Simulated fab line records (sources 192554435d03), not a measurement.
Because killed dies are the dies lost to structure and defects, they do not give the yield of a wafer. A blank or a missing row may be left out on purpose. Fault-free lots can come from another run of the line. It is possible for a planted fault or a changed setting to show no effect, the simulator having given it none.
Matching of chambers / flow n5 finfet / N5_BEOL_M0_SAQP_MANDREL_ETCH_103 on rie si-02: 4 sister chambers
The step etches a-Si in HBr/Cl2, stops on SiCN, target depth 45 nm, bt time 10 s, time 27 s. 4 wafers are shown with their chamber, then 8 later ones without.

## WAFERS PAIRED WITH THEIR CHAMBERS
wafer=L088.2; chamber=2; drypump motor current A (A)=6.5
wafer=L088.3; chamber=0; drypump motor current A (A)=5.8
wafer=L088.4; chamber=1; drypump motor current A (A)=5.7
wafer=L093.2; chamber=3; drypump motor current A (A)=5.7

## WAFERS WITHOUT THEIR CHAMBER
wafer=L093.3; drypump motor current A (A)=5.8
wafer=L093.4; drypump motor current A (A)=5.7
wafer=L095.2; drypump motor current A (A)=6.5
wafer=L095.5; drypump motor current A (A)=5.8
wafer=L095.6; drypump motor current A (A)=6.5
wafer=L096.1; drypump motor current A (A)=5.8
wafer=L096.2; drypump motor current A (A)=6.4
wafer=L096.5; drypump motor current A (A)=5.7

## EACH ONE'S CHAMBER
wafer=L093.3; from the rows above=0; in truth=0
wafer=L093.4; from the rows above=can't be placed: 1 or 3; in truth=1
wafer=L095.2; from the rows above=2; in truth=2
wafer=L095.5; from the rows above=0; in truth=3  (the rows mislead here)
wafer=L095.6; from the rows above=2; in truth=2
wafer=L096.1; from the rows above=0; in truth=0
wafer=L096.2; from the rows above=2; in truth=2
wafer=L096.5; from the rows above=can't be placed: 1 or 3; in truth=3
Placed correctly: 5 of 8. Can't be placed from these rows: 2 (the true chamber is among the candidates in 2). Wrongly placed: 1.
How it was worked out, from the rows above alone: a wafer's distance from a chamber is the root of the sum, over the readings, of the square of ((its reading less the chamber's mean) divided by the reading's scatter). If the next closest chamber is less than 2 further off than the closest, the wafer can't be placed; otherwise it belongs to the closest. Each chamber's mean is taken over the wafers shown for it. The scatter: root of mean squared gap, hidden wafer to nearest shown wafer, with one shown wafer a chamber.
